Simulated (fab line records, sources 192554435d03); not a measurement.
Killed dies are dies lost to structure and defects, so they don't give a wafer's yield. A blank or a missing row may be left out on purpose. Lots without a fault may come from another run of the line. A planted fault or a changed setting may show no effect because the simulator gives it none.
fab line records | flow n5_finfet
record lots=11 wafers=32 last_day=17
route steps=1938 shown BEOL_M3@998 BEOL_M4@1027
lots that met no fault: from a run of the same line without faults
start_h: hours from the record's first day to the start of the lot's first wafer shown | wait_h: hours since the lot's step before | " the same as in the row above | L1.1+2: a row that stands for several wafers | - no value, or no start given | * or withheld: withheld | < > ~ a bound
route shown NAME@n: a module of which the file shows steps, and the number in the route of the first | usual: mean/standard deviation of fault-free wafers | same: alike in all rows | chamber/n: place in a boat | sites: the reading at each site | _std_site: their standard deviation | _edge_site: outer sites' mean less inner sites' | radius_mm: how far each site lies from the wafer's centre | mask NAME#n: copy n | behind: the tool/chamber that last shaped the wafer | hold: why the lot was held/for how many hours/how that ended | device: the transistor (n, p or np) that didn't switch | end of line: the same wafers' tests at the end of the route | a step without rows: its recipe alone | killed: dies lost to structure and defects at the first sort, not the wafer's yield | map: a wafer's dies, x killed, . not, _ none there
set.NAME: the setting as run; set.NAME@STEP: as run at that earlier step | model.NAME: the simulator's own value behind a step, which no gauge read
steps of the route over a sample of lots; a table a step, a row a wafer
services: from which hour (start_h, from the record's first day; less than 0 if before it) a tool's chamber was out of use, for how many hours, and why
## steps
# step N5_BEOL_M3_SPUTTER_81
# recipe material=Cu target_thk_a=45 temp_c=-20 chamber_pressure_pa=0.07 power_w=withheld time_s=8.29
# usual substrate_temp_c=-19.99/0.1 throttle_valve_pct=30.2/0.94
# columns lot.wafer tool chamber start_h wait_h substrate_temp_c throttle_valve_pct
L874.2 pvd_sputter-02 - 155.11 0.1 -20.05 29.0
L874.3 " - " " -20.00 29.4
L874.6 " - " " -19.91 29.5
L876.2 pvd_sputter-02 - 168.81 0.1 -19.91 30.4
L876.3 " - " " -19.83 29.1
L876.6 " - " " -19.93 30.5
L877.1 pvd_sputter-01 - 189.12 0.1 -20.08 31.9
L877.2 " - " " -20.02 30.4
L877.5 " - " " -19.95 31.6
L879.1 pvd_sputter-02 - 193.79 0.1 -19.83 29.6
L879.2 " - " " -19.98 29.0
L879.6 " - " " -20.02 30.1
L886.1 pvd_sputter-01 - 230.75 0.1 -19.97 31.7
L886.3 " - " " -20.12 31.3
L886.6 " - " " -19.96 31.1
L887.1 pvd_sputter-02 - 232.99 0.1 -20.01 30.5
L887.5 " - " " -20.02 30.4
L887.6 " - " " -20.00 29.0
L890.1 pvd_sputter-01 - 260.48 0.1 -20.00 30.5
L890.2 " - " " -20.07 31.0
L890.4 " - " " -20.13 29.4
L889.2 pvd_sputter-02 - 262.87 0.1 -20.03 29.5
L889.5 " - " " -19.85 29.2
L889.6 " - " " -19.97 29.0
L892.3 pvd_sputter-02 - 268.12 0.1 -20.05 30.2
L892.4 " - " " -20.06 29.2
L892.5 " - " " -20.08 29.2
L893.2 pvd_sputter-03 - 281.35 0.1 -19.81 31.8
L893.5 " - " " -19.98 30.1
L896.1 pvd_sputter-01 - 297.83 0.1 -19.84 30.8
L896.3 " - " " -19.89 30.9
L896.4 " - " " -19.98 29.6
# step N5_BEOL_M3_SPUTTER_92
# recipe material=Cu target_thk_a=45 temp_c=-20 chamber_pressure_pa=0.07 power_w=withheld time_s=8.29
# usual substrate_temp_c=-20.00/0.11 throttle_valve_pct=30.2/0.93
# columns lot.wafer tool chamber start_h wait_h substrate_temp_c throttle_valve_pct
L874.2 pvd_sputter-02 - 155.99 0.1 -19.85 29.2
L874.3 " - " " -19.97 29.5
L874.6 " - " " -20.05 29.6
L876.2 pvd_sputter-02 - 169.69 0.1 -20.27 30.0
L876.3 " - " " -20.09 29.2
L876.6 " - " " -20.20 30.4
L877.1 pvd_sputter-01 - 190.00 0.1 -20.10 31.9
L877.2 " - " " -19.94 30.5
L877.5 " - " " -20.09 31.9
L879.1 pvd_sputter-02 - 194.67 0.1 -20.08 29.7
L879.2 " - " " -19.98 29.1
L879.6 " - " " -20.16 30.4
L886.1 pvd_sputter-01 - 231.63 0.1 -20.05 31.6
L886.3 " - " " -20.04 31.0
L886.6 " - " " -19.87 30.8
L887.1 pvd_sputter-02 - 233.87 0.1 -20.09 30.4
L887.5 " - " " -20.02 30.1
L887.6 " - " " -19.91 28.9
L890.1 pvd_sputter-01 - 261.36 0.1 -19.96 30.5
L890.2 " - " " -19.95 30.9
L890.4 " - " " -20.14 29.4
L889.2 pvd_sputter-02 - 263.75 0.1 -19.80 29.8
L889.5 " - " " -19.86 29.1
L889.6 " - " " -20.10 28.9
L892.3 pvd_sputter-02 - 269.00 0.1 -20.01 30.3
L892.4 " - " " -19.90 29.5
L892.5 " - " " -19.96 29.0
L893.2 pvd_sputter-03 - 282.23 0.1 -20.00 31.6
L893.5 " - " " -19.88 30.4
L896.1 pvd_sputter-01 - 298.71 0.1 -20.15 30.6
L896.3 " - " " -20.06 31.1
L896.4 " - " " -20.16 29.3
# step N5_BEOL_M3_ANNEAL_93
# recipe temp_c=400 time_s=240 ambient=vacuum
# usual heater_power_w=813/89
# columns lot.wafer tool chamber start_h wait_h heater_power_w
L874.2 pvd_sputter-02 - 156.07 0.0 840
L874.3 " - " " 705
L874.6 " - " " 697
L876.2 pvd_sputter-02 - 169.77 0.0 779
L876.3 " - " " 717
L876.6 " - " " 755
L877.1 pvd_sputter-01 - 190.08 0.0 882
L877.2 " - " " 774
L877.5 " - " " 884
L879.1 pvd_sputter-02 - 194.75 0.0 708
L879.2 " - " " 860
L879.6 " - " " 778
L886.1 pvd_sputter-01 - 231.71 0.0 859
L886.3 " - " " 712
L886.6 " - " " 716
L887.1 pvd_sputter-02 - 233.95 0.0 771
L887.5 " - " " 788
L887.6 " - " " 860
L890.1 pvd_sputter-01 - 261.44 0.0 765
L890.2 " - " " 688
L890.4 " - " " 986
L889.2 pvd_sputter-02 - 263.83 0.0 697
L889.5 " - " " 716
L889.6 " - " " 847
L892.3 pvd_sputter-02 - 269.08 0.0 757
L892.4 " - " " 704
L892.5 " - " " 701
L893.2 pvd_sputter-03 - 282.31 0.0 938
L893.5 " - " " 864
L896.1 pvd_sputter-01 - 298.79 0.0 758
L896.3 " - " " 704
L896.4 " - " " 985
# step N5_BEOL_M4_COAT_73
# recipe resist=underlayer temp_c=205 time_s=60 spin_rpm=1500 resist_thk_nm=5
# usual heater_power_total_W=391.9/1.3 plate_temp_C=205.00/0.15
# columns lot.wafer tool chamber start_h wait_h heater_power_total_W plate_temp_C
L874.2 litho_track-05 0 158.61 - 391.3 204.92
L874.3 " 0 " " 393.7 205.19
L874.6 " 0 " " 391.7 204.79
L876.2 litho_track-05 0 173.97 - 391.9 204.76
L876.3 " 0 " " 391.4 205.14
L876.6 " 0 " " 389.6 205.01
L877.1 litho_track-05 0 192.60 - 388.1 202.68
L877.2 " 0 " " 387.3 202.64
L877.5 " 0 " " 384.3 202.73
L879.1 litho_track-05 0 196.60 - 387.8 202.67
L879.2 " 0 " " 385.1 202.85
L879.6 " 0 " " 384.5 202.85
L886.1 litho_track-01 0 234.72 - 393.2 205.06
L886.3 " 0 " " 389.6 205.16
L886.6 " 0 " " 392.7 205.12
L887.1 litho_track-02 0 237.77 - 393.3 204.92
L887.5 " 0 " " 391.9 205.09
L887.6 " 0 " " 391.9 204.92
L890.1 litho_track-02 0 265.04 - 392.1 205.06
L890.2 " 0 " " 393.7 205.13
L890.4 " 0 " " 392.3 205.02
L889.2 litho_track-01 0 265.77 - 393.1 205.06
L889.5 " 0 " " 392.1 205.00
L889.6 " 0 " " 392.7 204.97
L892.3 litho_track-05 0 271.81 - 390.2 204.93
L892.4 " 0 " " 389.9 204.97
L892.5 " 0 " " 392.8 205.11
L893.2 litho_track-05 0 288.31 - 392.3 205.14
L893.5 " 0 " " 392.2 205.12
L896.1 litho_track-05 0 301.19 - 392.4 205.19
L896.3 " 0 " " 392.6 205.28
L896.4 " 0 " " 393.9 205.23
# step N5_BEOL_M4_RC_MEAS_101
# usual DIBL_N=36.3/1.6 DIBL_P=36.2/2 IOFF_N=0.160/0.028 IOFF_P=0.21/0.036 ION_N=677/11 ION_P=465/6.9 SS_N=71.5/0.55 SS_P=73.3/0.64 VT_N=250/3 VT_P=-250/3.5
# columns lot.wafer tool chamber start_h wait_h DIBL_N[mV/V] DIBL_P[mV/V] IOFF_N[nA/um] IOFF_P[nA/um] ION_N[uA/um] ION_P[uA/um] SS_N[mV/dec] SS_P[mV/dec] VT_N[mV] VT_P[mV]
L874.2 prober-02 0 168.04 0.2 35.3 35.1 0.145 0.20 682 464 70.8 72.4 250 -248
L874.3 " 0 " " 36.1 35.6 0.159 0.21 679 471 70.7 72.5 248 -247
L874.6 " 0 " " 36.5 36.0 0.167 0.22 675 462 70.7 72.9 249 -251
L876.2 prober-01 0 193.52 0.2 37.0 35.5 0.146 0.23 678 464 71.7 72.9 249 -247
L876.3 " 0 " " 38.2 37.4 0.175 0.26 678 474 71.3 73.4 247 -245
L876.6 " 0 " " 39.1 37.2 0.185 0.27 683 467 72.3 73.3 247 -243
L877.1 prober-01 0 200.16 0.0 33.3 33.7 0.114 0.15 660 456 70.6 72.6 256 -255
L877.2 " 0 " " 34.5 34.8 0.136 0.17 679 470 70.5 72.8 255 -252
L877.5 " 0 " " 34.5 33.9 0.139 0.16 669 457 71.2 73.1 252 -254
L879.1 prober-01 0 204.48 0.0 37.1 36.7 0.159 0.21 679 467 72.0 73.0 250 -252
L879.2 " 0 " " 37.2 35.5 0.166 0.20 671 459 72.2 72.8 247 -250
L879.6 " 0 " " 36.6 35.7 0.150 0.19 683 461 71.2 72.2 249 -250
L886.1 prober-01 0 242.18 0.0 37.0 36.9 0.165 0.19 680 460 72.2 73.3 249 -254
L886.3 " 0 " " 36.2 37.5 0.169 0.20 685 469 71.6 73.2 251 -252
L886.6 " 0 " " 37.1 37.5 0.171 0.20 691 471 72.1 74.1 249 -256
L887.1 prober-01 0 245.65 0.0 37.1 37.1 0.172 0.22 685 467 71.9 73.7 251 -254
L887.5 " 0 " " 36.4 36.7 0.171 0.21 678 462 72.1 73.8 249 -251
L887.6 " 0 " " 37.3 37.1 0.188 0.21 676 463 71.7 73.6 249 -252
L890.1 prober-02 0 276.75 0.0 34.3 35.0 0.128 0.18 662 465 71.2 72.5 253 -251
L890.2 " 0 " " 33.1 34.0 0.112 0.17 660 458 71.3 72.6 255 -252
L890.4 " 0 " " 35.6 37.1 0.155 0.21 689 472 71.4 73.0 249 -252
L889.2 prober-01 0 277.53 0.2 35.6 35.3 0.145 0.19 679 464 71.6 72.9 250 -253
L889.5 " 0 " " 36.2 35.9 0.151 0.20 674 459 71.7 73.0 250 -252
L889.6 " 0 " " 33.8 34.1 0.119 0.16 669 461 70.7 71.9 253 -253
L892.3 prober-02 0 280.67 0.3 35.7 34.2 0.147 0.22 666 458 71.0 72.6 250 -248
L892.4 " 0 " " 38.5 38.1 0.206 0.27 692 471 72.0 74.1 245 -246
L892.5 " 0 " " 37.5 35.7 0.178 0.23 697 476 71.6 73.1 249 -250
L893.2 prober-01 0 300.23 0.2 33.4 31.5 0.118 0.16 669 455 71.0 72.4 252 -255
L893.5 " 0 " " 32.2 30.3 0.107 0.15 668 461 69.9 72.7 255 -254
L896.1 prober-02 0 309.49 0.0 36.5 36.4 0.155 0.19 671 453 72.0 73.5 250 -254
L896.3 " 0 " " 35.6 35.2 0.144 0.16 678 456 71.4 73.4 251 -257
L896.4 " 0 " " 36.0 35.8 0.139 0.17 670 452 71.6 73.5 249 -253
## services
# columns tool chamber start_h hours kind
pvd_sputter-03 - 169.46 17.4 repair
pvd_sputter-01 - 265.60 4.9 repair
litho_track-01 - 285.79 - consumable_replace:filter
## key
first_sign step=N5_BEOL_M4_COAT_73 reading=plate_temp_C direction=down sigmas=15 usual=* struck=*
effect step=N5_BEOL_M4_COAT_73 reading=heater_power_total_W direction=down sigmas=4.5 usual=* struck=*
met_at N5_BEOL_M4_COAT_73
struck_lots L877,L879
not_acting_at N5_BEOL_M3_SPUTTER_81,N5_BEOL_M3_SPUTTER_92,N5_BEOL_M3_ANNEAL_93
onset_between 173.97 192.60
fault kind=process_parameter_drift tool=litho_track-05 chamber=- onset_h=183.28 steps=N5_BEOL_M4_COAT_73 channel=temp_c offset=* shape=step end_h=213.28 acts_in=* stated=*
